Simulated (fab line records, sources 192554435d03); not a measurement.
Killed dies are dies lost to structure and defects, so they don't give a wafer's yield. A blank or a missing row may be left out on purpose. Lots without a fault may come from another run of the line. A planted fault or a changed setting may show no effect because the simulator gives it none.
fab line records | flow n5_finfet
record lots=5 wafers=15 last_day=17
route steps=1938 shown BEOL_M4@1099 BEOL_M5@1112 BEOL_M12@1651 PASSIVATION@1936
lots that met no fault: from a run of the same line without faults
start_h: hours from the record's first day to the start of the lot's first wafer shown | wait_h: hours since the lot's step before | " the same as in the row above | L1.1+2: a row that stands for several wafers | - no value, or no start given | * or withheld: withheld | < > ~ a bound
route shown NAME@n: a module of which the file shows steps, and the number in the route of the first | usual: mean/standard deviation of fault-free wafers | same: alike in all rows | chamber/n: place in a boat | sites: the reading at each site | _std_site: their standard deviation | _edge_site: outer sites' mean less inner sites' | radius_mm: how far each site lies from the wafer's centre | mask NAME#n: copy n | behind: the tool/chamber that last shaped the wafer | hold: why the lot was held/for how many hours/how that ended | device: the transistor (n, p or np) that didn't switch | end of line: the same wafers' tests at the end of the route | a step without rows: its recipe alone | killed: dies lost to structure and defects at the first sort, not the wafer's yield | map: a wafer's dies, x killed, . not, _ none there
set.NAME: the setting as run; set.NAME@STEP: as run at that earlier step | model.NAME: the simulator's own value behind a step, which no gauge read
lots at some steps of the route; a table a step, a row a wafer
services: from which hour (start_h, from the record's first day; less than 0 if before it) a tool's chamber was out of use, for how many hours, and why
## steps
# step N5_BEOL_M4_ANNEAL_95
# recipe temp_c=400 time_s=240 ambient=vacuum
# step N5_BEOL_M4_SPUTTER_96
# recipe material=Cu target_thk_a=45 temp_c=-20 chamber_pressure_pa=0.07 power_w=withheld time_s=8.29
# step N5_BEOL_M4_ECD_50
# recipe material=Cu target_thk_a=3000
# step N5_BEOL_M4_ANNEAL_51
# recipe temp_c=225 time_s=90 ambient=N2
# step N5_BEOL_M4_CMP_52
# recipe stop_on=SiOC t_overpolish_s=6.8 down_force_psi=1 platen_rpm=50 clearing_platen_down_force_psi=1.5 clearing_platen_rpm=50 post_cmp_clean=cu_alkaline target_thk_nm=40 clearing_platen_pad_velocity_m_s=0.99484 pad_velocity_m_s=0.99484
# step N5_BEOL_M4_PRE_CLEAN_60
# recipe gas=NH3/H2 time_s=15 temp_c=* rf_power_w=300
# step N5_BEOL_M4_CO_CAP_55
# recipe material=Co target_thk_a=20 temp_c=200 precursor=CCTBA/H2 pressure_torr=30 time_s=102.1
# step N5_BEOL_M4_PRE_CLEAN_56
# recipe gas=NH3 time_s=15 temp_c=withheld rf_power_w=300
# step N5_BEOL_M4_DEP_57
# recipe material=SiCN target_thk_a=80 temp_c=withheld precursor=3MS/NH3 pressure_torr=3 rf_w=202 time_s=14
# step N5_BEOL_M4_RC_MEAS_101
# usual DIBL_N=36.1/1.6 DIBL_P=35.8/2.1 IOFF_N=0.16/0.031 IOFF_P=0.21/0.034 ION_N=673/12 ION_P=461/7.2 SS_N=71.4/0.59 SS_P=73.3/0.63 VT_N=250/3.1 VT_P=-250/3.3
# columns lot.wafer tool chamber start_h wait_h DIBL_N[mV/V] DIBL_P[mV/V] IOFF_N[nA/um] IOFF_P[nA/um] ION_N[uA/um] ION_P[uA/um] SS_N[mV/dec] SS_P[mV/dec] VT_N[mV] VT_P[mV]
L102.1 prober-02 0 200.75 0.0 35.2 36.3 0.16 0.21 680 465 71.5 73.5 250 -252
L102.2 " 0 " " 35.7 36.7 0.17 0.20 670 459 70.6 74.7 251 -250
L102.6 " 0 " " 37.3 38.2 0.19 0.22 686 461 72.3 74.0 247 -248
L114.1 prober-01 0 274.64 0.0 38.7 38.6 0.18 0.21 669 453 72.0 73.8 247 -253
L114.4 " 0 " " 36.3 36.3 0.14 0.18 663 455 71.1 73.9 249 -255
L114.6 " 0 " " 37.9 38.0 0.17 0.21 671 453 71.6 73.8 249 -254
L116.1 prober-01 0 280.84 0.0 39.6 40.8 0.21 0.29 676 466 72.4 75.0 243 -247
L116.3 " 0 " " 37.1 36.2 0.16 0.20 670 458 71.8 72.8 249 -250
L116.6 " 0 " " 37.7 38.0 0.19 0.22 682 460 72.4 73.3 250 -247
L117.1 prober-01 0 284.14 0.0 32.9 31.4 0.10 0.15 633 446 70.2 71.6 260 -256
L117.2 " 0 " " 35.6 34.5 0.14 0.20 675 460 71.4 73.2 252 -253
L117.4 " 0 " " 34.8 34.1 0.13 0.19 660 449 70.8 72.9 251 -253
L121.1 prober-02 0 310.03 0.0 31.9 32.8 0.13 0.16 671 454 70.8 72.9 252 -254
L121.2 " 0 " " 35.8 37.0 0.17 0.21 682 467 71.5 73.8 249 -247
L121.4 " 0 " " 36.3 36.9 0.19 0.21 677 462 72.1 74.2 245 -249
# step N5_BEOL_M5_ILD_DEP_00
# recipe material=SiCOH_lowk target_thk_a=1406.4 temp_c=300 precursor=DEMS/porogen pressure_torr=5 rf_w=500 time_s=25.9
# step N5_BEOL_M5_CURE_79
# recipe temp_c=385 time_s=240 ambient=He/Ar material=SiCOH_lowk
# step N5_BEOL_M5_PECVD_70
# recipe material=SiO2 target_thk_a=160 temp_c=400 precursor=TEOS/O2 pressure_torr=5.5 rf_w=450 teos_flow_sccm=53.8 gas=O2 flow_sccm=3000 time_s=18
# step N5_BEOL_M5_HM_DEP_02
# recipe material=TiN target_thk_a=200 temp_c=25 chamber_pressure_pa=0.49996
# step N5_BEOL_M5_COAT_59
# recipe resist=SOC temp_c=250 time_s=60 spin_rpm=1500 resist_thk_nm=60
# step N5_BEOL_M5_COAT_60
# recipe resist=SiARC temp_c=220 time_s=60 spin_rpm=1500 resist_thk_nm=12
# step N5_BEOL_M5_COAT_71
# recipe resist=underlayer temp_c=205 time_s=60 spin_rpm=1500 resist_thk_nm=5
# step N5_BEOL_M5_COAT_05
# recipe resist=CAR-EUV spin_rpm=1500 resist_thk_nm=30
# step N5_BEOL_M5_EBR_07
# recipe solvent=PGMEA ebr_width_mm=1.5
# step N5_BEOL_M5_SOFTBAKE_06
# recipe temp_c=110 time_s=60 resist=CAR-EUV
# step N5_BEOL_M5_EXPOSE_08
# recipe mask_id=M5 na=0.33 source_shape=annular sigma_inner=0.4 sigma_outer=0.8 polarization=unpolarized target_cd_nm=28 dose_mj=35.75
# step N5_BEOL_M5_PEB_09
# recipe peb_temp_c=100 peb_time_s=60 resist=CAR-EUV
# step N5_BEOL_M5_DEVELOP_10
# recipe develop_time_s=30 developer=TMAH resist=CAR-EUV rinse_liquid=surfactant_rinse dry=air_spin dev_temp_c=23
# step N5_BEOL_M5_DESCUM_16
# recipe chemistry=O2 time_s=7 source_power_w=50 bias_power_w=20 pressure_mtorr=20 rf_frequency_hz=2.712e+07 temp_c=40 resist=CAR-EUV o2_flow_sccm=225
# step N5_BEOL_M5_ETCH_72
# recipe chemistry=N2/H2 target=underlayer target_depth_a=65 mask_material=CAR-EUV time_s=5.2 ion_energy_ev=200 pressure_mtorr=30 source_w=840 bias_w=150 n2_flow_sccm=200 h2_flow_sccm=200 ends=cleared
# step N5_BEOL_M5_ETCH_61
# recipe chemistry=CF4 target=SiARC target_depth_a=156 mask_material=CAR-EUV time_s=26 ion_energy_ev=80 pressure_mtorr=40 source_w=545 bias_w=36 Ar_flow_sccm=100 cf4_flow_sccm=100 ends=cleared
# step N5_BEOL_M5_ETCH_62
# recipe chemistry=N2/H2 target=SOC target_depth_a=750 overetch_a=150 mask_material=SiARC temp_c=40 time_s=112.5 ion_energy_ev=200 pressure_mtorr=30 source_w=840 bias_w=150 n2_flow_sccm=200 h2_flow_sccm=200
# step N5_BEOL_M5_STRIP_63
# recipe chemistry=N2/H2 temp_c=40 n2_flow_sccm=200 h2_flow_sccm=200 rf_frequency_hz=6e+07
# step N5_BEOL_M5_STRIP_73
# recipe chemistry=N2/H2 temp_c=40 n2_flow_sccm=200 h2_flow_sccm=200 rf_frequency_hz=6e+07
# step N5_BEOL_M5_STRIP_64
# recipe chemistry=CF4 resist=SiARC power_w=300 bias_power_w=75 pressure_mtorr=50 cf4_flow_sccm=150 rf_frequency_hz=6e+07
# step N5_BEOL_M5_HM_OPEN_17
# recipe chemistry=Cl2/BCl3 target_depth_a=200 overetch_a=60 target=TiN mask_material=SOC ion_energy_ev=150 pressure_mtorr=10 icp_w=1000 bias_w=126 Cl2_flow_sccm=53.25 bcl3_flow_sccm=21.75 Ar_flow_sccm=25
# step N5_BEOL_M5_STRIP_19
# recipe chemistry=O2 power_w=400 temp_c=40 pressure_mtorr=30 rf_frequency_hz=6e+07 bias_power_w=0 overash_fraction=0.2 o2_flow_sccm=225
# step N5_BEOL_M5_COAT_65
# recipe resist=SOC temp_c=250 time_s=60 spin_rpm=1500 resist_thk_nm=60
# step N5_BEOL_M5_COAT_66
# recipe resist=SiARC temp_c=220 time_s=60 spin_rpm=1500 resist_thk_nm=12
# step N5_BEOL_M12_ECD_47
# recipe material=Cu target_thk_a=7200
# columns lot.wafer tool chamber start_h wait_h
L102.1+2+6 ecd_cu-02 1,0,0 269.35 0.1
L114.1+4+6 ecd_cu-02 1,0,1 345.69 0.1
L117.1+2+4 ecd_cu-01 0,1,0 352.73 0.1
L116.1+3+6 ecd_cu-01 0,1,0 355.57 0.1
L121.1+2+4 ecd_cu-01 0,1,1 373.56 0.1
# step N5_PASSIVATION_PROBE_49
# usual defect_limited_yield=91.0/1.5 killed_at_M0_to_M3=35/11 killed_at_M4_up=13/6 killed_at_contacts=14/6.5 killed_at_front_end=40/12 killed_at_other=4/3.4 killed_dies=106/18 killed_on_rim=14/4.7 killed_open=68/14 killed_short=35/7.7 sort_bin_5_function=5.2/0.98 sort_bin_6_memory=3.4/0.72 sort_n_pass=1074/18 sort_yield_pct=91.0/1.5
# same gross_dies=1180 killed_at_back_side=0 sort_bin_4_leakage[%]=0 sort_bin_8_speed[%]=0
# columns lot.wafer tool chamber start_h wait_h defect_limited_yield[%] killed_at_M0_to_M3 killed_at_M4_up killed_at_contacts killed_at_front_end killed_at_other killed_dies killed_on_rim killed_open killed_short sort_bin_5_function[%] sort_bin_6_memory[%] sort_n_pass sort_yield_pct[%]
L114.1 prober-01 - 379.54 0.0 0 48 1064 11 55 2 1180 152 84 39 95.3 4.3 0 0
L114.4 prober-01 - 379.69 0.2 0 23 1106 9 41 1 1180 152 55 29 96.9 2.8 0 0
L114.6 prober-01 - 379.79 0.3 0 28 1097 16 38 1 1180 152 68 36 96.4 3.4 0 0
L117.1 prober-01 - 382.16 0.0 0 34 1098 15 24 9 1180 152 57 32 97.0 2.6 0 0
L117.2 prober-01 - 382.21 0.1 0 32 1085 9 38 16 1180 152 57 43 96.4 3.1 0 0
L117.4 prober-01 - 382.31 0.2 0 48 1085 12 28 7 1180 152 74 29 96.5 3.1 0 0
L116.1 prober-01 - 386.88 0.0 0 46 1079 11 40 4 1180 152 51 51 95.8 3.7 0 0
L116.3 prober-01 - 386.98 0.1 0 36 1078 13 52 1 1180 152 70 34 96.4 3.5 0 0
L116.6 prober-01 - 387.13 0.3 0 47 1064 7 61 1 1180 152 81 42 95.5 4.2 0 0
# killed by level:class
L114.1 BEOL_M12:area_ecd=1055 STI_FIN_REVEAL:geometric_particle:open=12 BEOL_M1:geometric_particle:open=11 FIN_SAQP:geometric_particle:open=10 BEOL_M0_SAQP:geometric_particle:short=10 MOL_CONTACT_COAG:geometric_particle:open=9 FIN_SAQP:geometric_particle:short=8 BEOL_M0_SAQP:geometric_particle:open=8
L114.4 BEOL_M12:area_ecd=1093 FIN_SAQP:geometric_particle:short=10 STI_FIN_REVEAL:geometric_particle:open=9 MOL_CONTACT_COAG:geometric_particle:open=8 BEOL_M2:geometric_particle:open=6 STARTING-WAFER:geometric_particle:open=5 BEOL_M1:geometric_particle:open=5 BEOL_M5:geometric_particle:open=4
L114.6 BEOL_M12:area_ecd=1075 MOL_CONTACT_COAG:geometric_particle:open=11 BEOL_M4:geometric_particle:open=11 FIN_SAQP:geometric_particle:open=9 BEOL_M0_SAQP:geometric_particle:short=9 STARTING-WAFER:geometric_particle:short=6 FIN_SAQP:geometric_particle:short=5 MOL_CONTACT_COAG:geometric_particle:short=5
L117.1 BEOL_M12:area_ecd=1089 MOL_CONTACT_COAG:geometric_particle:open=11 BEOL_M1:geometric_particle:open=8 BEOL_M2:geometric_particle:open=7 BEOL_M0_SAQP:geometric_particle:open=7 STI_FIN_REVEAL:geometric_particle:short=4 STI_FIN_REVEAL:geometric_particle:open=4 DUMMY_GATE:geometric_particle:open=4
L117.2 BEOL_M12:area_ecd=1077 FIN_SAQP:geometric_particle:short=8 BEOL_M2:geometric_particle:open=8 DUMMY_GATE:geometric_particle:open=7 MOL_CONTACT_COAG:geometric_particle:open=6 PASS1_DEP:geometric_particle:short=6 BEOL_M0_SAQP:geometric_particle:open=5 BEOL_M3:geometric_particle:open=5
L117.4 BEOL_M12:area_ecd=1075 MOL_CONTACT_COAG:geometric_particle:open=10 BEOL_M1:geometric_particle:open=9 BEOL_M0_SAQP:geometric_particle:open=8 BEOL_M3:geometric_particle:open=8 BEOL_M2:geometric_particle:open=7 BEOL_M0:geometric_particle:open=5 BEOL_M0_SAQP:geometric_particle:short=5
L116.1 BEOL_M12:area_ecd=1075 BEOL_M0_SAQP:geometric_particle:open=17 BEOL_M0_SAQP:geometric_particle:short=15 MOL_CONTACT_COAG:geometric_particle:open=8 DUMMY_GATE:geometric_particle:open=6 FIN_SAQP:geometric_particle:short=4 FIN_CUT:geometric_particle:short=4 DUMMY_GATE:geometric_particle:short=4
L116.3 BEOL_M12:area_ecd=1075 STI_FIN_REVEAL:geometric_particle:open=14 FIN_SAQP:geometric_particle:open=10 MOL_CONTACT_COAG:geometric_particle:open=10 BEOL_M0_SAQP:geometric_particle:open=10 FIN_SAQP:geometric_particle:short=9 BEOL_M0_SAQP:geometric_particle:short=9 STI_FIN_REVEAL:geometric_particle:short=8
L116.6 BEOL_M12:area_ecd=1056 STI_FIN_REVEAL:geometric_particle:open=17 BEOL_M0_SAQP:geometric_particle:open=17 FIN_SAQP:geometric_particle:open=12 BEOL_M0_SAQP:geometric_particle:short=12 FIN_SAQP:geometric_particle:short=10 STI_FIN_REVEAL:geometric_particle:short=6 MOL_CONTACT_COAG:geometric_particle:open=6
# map L114.1 (x killed, . not)
_________________xxxxxxxxxxxx________________
______________xxxxxxxxxxxxxxxxxx_____________
___________xxxxxxxxxxxxxxxxxxxxxxxx__________
__________xxxxxxxxxxxxxxxxxxxxxxxxxx_________
________xxxxxxxxxxxxxxxxxxxxxxxxxxxxxx_______
_______xxxxxxxxxxxxxxxxxxxxxxxxxxxxxxxx______
______xxxxxxxxxxxxxxxxxxxxxxxxxxxxxxxxxx_____
_____xxxxxxxxxxxxxxxxxxxxxxxxxxxxxxxxxxxx____
____xxxxxxxxxxxxxxxxxxxxxxxxxxxxxxxxxxxxxx___
___xxxxxxxxxxxxxxxxxxxxxxxxxxxxxxxxxxxxxxxx__
___xxxxxxxxxxxxxxxxxxxxxxxxxxxxxxxxxxxxxxxx__
__xxxxxxxxxxxxxxxxxxxxxxxxxxxxxxxxxxxxxxxxxx_
__xxxxxxxxxxxxxxxxxxxxxxxxxxxxxxxxxxxxxxxxxx_
_xxxxxxxxxxxxxxxxxxxxxxxxxxxxxxxxxxxxxxxxxxxx
_xxxxxxxxxxxxxxxxxxxxxxxxxxxxxxxxxxxxxxxxxxxx
_xxxxxxxxxxxxxxxxxxxxxxxxxxxxxxxxxxxxxxxxxxxx
_xxxxxxxxxxxxxxxxxxxxxxxxxxxxxxxxxxxxxxxxxxxx
_xxxxxxxxxxxxxxxxxxxxxxxxxxxxxxxxxxxxxxxxxxxx
_xxxxxxxxxxxxxxxxxxxxxxxxxxxxxxxxxxxxxxxxxxxx
_xxxxxxxxxxxxxxxxxxxxxxxxxxxxxxxxxxxxxxxxxxxx
_xxxxxxxxxxxxxxxxxxxxxxxxxxxxxxxxxxxxxxxxxxxx
__xxxxxxxxxxxxxxxxxxxxxxxxxxxxxxxxxxxxxxxxxx_
__xxxxxxxxxxxxxxxxxxxxxxxxxxxxxxxxxxxxxxxxxx_
___xxxxxxxxxxxxxxxxxxxxxxxxxxxxxxxxxxxxxxxx__
___xxxxxxxxxxxxxxxxxxxxxxxxxxxxxxxxxxxxxxxx__
____xxxxxxxxxxxxxxxxxxxxxxxxxxxxxxxxxxxxxx___
_____xxxxxxxxxxxxxxxxxxxxxxxxxxxxxxxxxxxx____
______xxxxxxxxxxxxxxxxxxxxxxxxxxxxxxxxxx_____
_______xxxxxxxxxxxxxxxxxxxxxxxxxxxxxxxx______
________xxxxxxxxxxxxxxxxxxxxxxxxxxxxxx_______
__________xxxxxxxxxxxxxxxxxxxxxxxxxx_________
___________xxxxxxxxxxxxxxxxxxxxxxxx__________
______________xxxxxxxxxxxxxxxxxx_____________
_________________xxxxxxxxxxxx________________
# map L116.1 (x killed, . not)
_________________xxxxxxxxxxxx________________
______________xxxxxxxxxxxxxxxxxx_____________
___________xxxxxxxxxxxxxxxxxxxxxxxx__________
__________xxxxxxxxxxxxxxxxxxxxxxxxxx_________
________xxxxxxxxxxxxxxxxxxxxxxxxxxxxxx_______
_______xxxxxxxxxxxxxxxxxxxxxxxxxxxxxxxx______
______xxxxxxxxxxxxxxxxxxxxxxxxxxxxxxxxxx_____
_____xxxxxxxxxxxxxxxxxxxxxxxxxxxxxxxxxxxx____
____xxxxxxxxxxxxxxxxxxxxxxxxxxxxxxxxxxxxxx___
___xxxxxxxxxxxxxxxxxxxxxxxxxxxxxxxxxxxxxxxx__
___xxxxxxxxxxxxxxxxxxxxxxxxxxxxxxxxxxxxxxxx__
__xxxxxxxxxxxxxxxxxxxxxxxxxxxxxxxxxxxxxxxxxx_
__xxxxxxxxxxxxxxxxxxxxxxxxxxxxxxxxxxxxxxxxxx_
_xxxxxxxxxxxxxxxxxxxxxxxxxxxxxxxxxxxxxxxxxxxx
_xxxxxxxxxxxxxxxxxxxxxxxxxxxxxxxxxxxxxxxxxxxx
_xxxxxxxxxxxxxxxxxxxxxxxxxxxxxxxxxxxxxxxxxxxx
_xxxxxxxxxxxxxxxxxxxxxxxxxxxxxxxxxxxxxxxxxxxx
_xxxxxxxxxxxxxxxxxxxxxxxxxxxxxxxxxxxxxxxxxxxx
_xxxxxxxxxxxxxxxxxxxxxxxxxxxxxxxxxxxxxxxxxxxx
_xxxxxxxxxxxxxxxxxxxxxxxxxxxxxxxxxxxxxxxxxxxx
_xxxxxxxxxxxxxxxxxxxxxxxxxxxxxxxxxxxxxxxxxxxx
__xxxxxxxxxxxxxxxxxxxxxxxxxxxxxxxxxxxxxxxxxx_
__xxxxxxxxxxxxxxxxxxxxxxxxxxxxxxxxxxxxxxxxxx_
___xxxxxxxxxxxxxxxxxxxxxxxxxxxxxxxxxxxxxxxx__
___xxxxxxxxxxxxxxxxxxxxxxxxxxxxxxxxxxxxxxxx__
____xxxxxxxxxxxxxxxxxxxxxxxxxxxxxxxxxxxxxx___
_____xxxxxxxxxxxxxxxxxxxxxxxxxxxxxxxxxxxx____
______xxxxxxxxxxxxxxxxxxxxxxxxxxxxxxxxxx_____
_______xxxxxxxxxxxxxxxxxxxxxxxxxxxxxxxx______
________xxxxxxxxxxxxxxxxxxxxxxxxxxxxxx_______
__________xxxxxxxxxxxxxxxxxxxxxxxxxx_________
___________xxxxxxxxxxxxxxxxxxxxxxxx__________
______________xxxxxxxxxxxxxxxxxx_____________
_________________xxxxxxxxxxxx________________
## services
# columns tool chamber start_h hours kind
ecd_cu-02 - 254.73 1.0 repair
ecd_cu-02 - 323.49 0.7 repair
## key
first_sign step=N5_PASSIVATION_PROBE_49 reading=killed_at_M4_up direction=up sigmas=99+ usual=13 struck=1084
effect step=N5_PASSIVATION_PROBE_49 reading=sort_bin_5_function direction=up sigmas=93 usual=5.2 struck=96.3
more_kills_born_at N5_BEOL_M12_ECD_47@ecd_cu-01=6447 N5_BEOL_M12_ECD_47@ecd_cu-02=3223
met_at N5_BEOL_M12_ECD_47
struck_wafers L114.1,L114.4,L114.6,L116.1,L116.3,L116.6,L117.1,L117.2,L117.4
later_rows_left_out L114.1,L114.4,L114.6,L116.1,L116.3,L116.6,L117.1,L117.2,L117.4
onset_between 269.35 345.69
fault kind=skipped_step_whole tool=ecd_cu-01,ecd_cu-02 chamber=- onset_h=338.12 steps=N5_BEOL_M12_ECD_47 scope=struck_lots_only
# later_rows_left_out: the simulator's readings of these wafers behind a module that went badly wrong aren't trusted and aren't shown, but for the sort
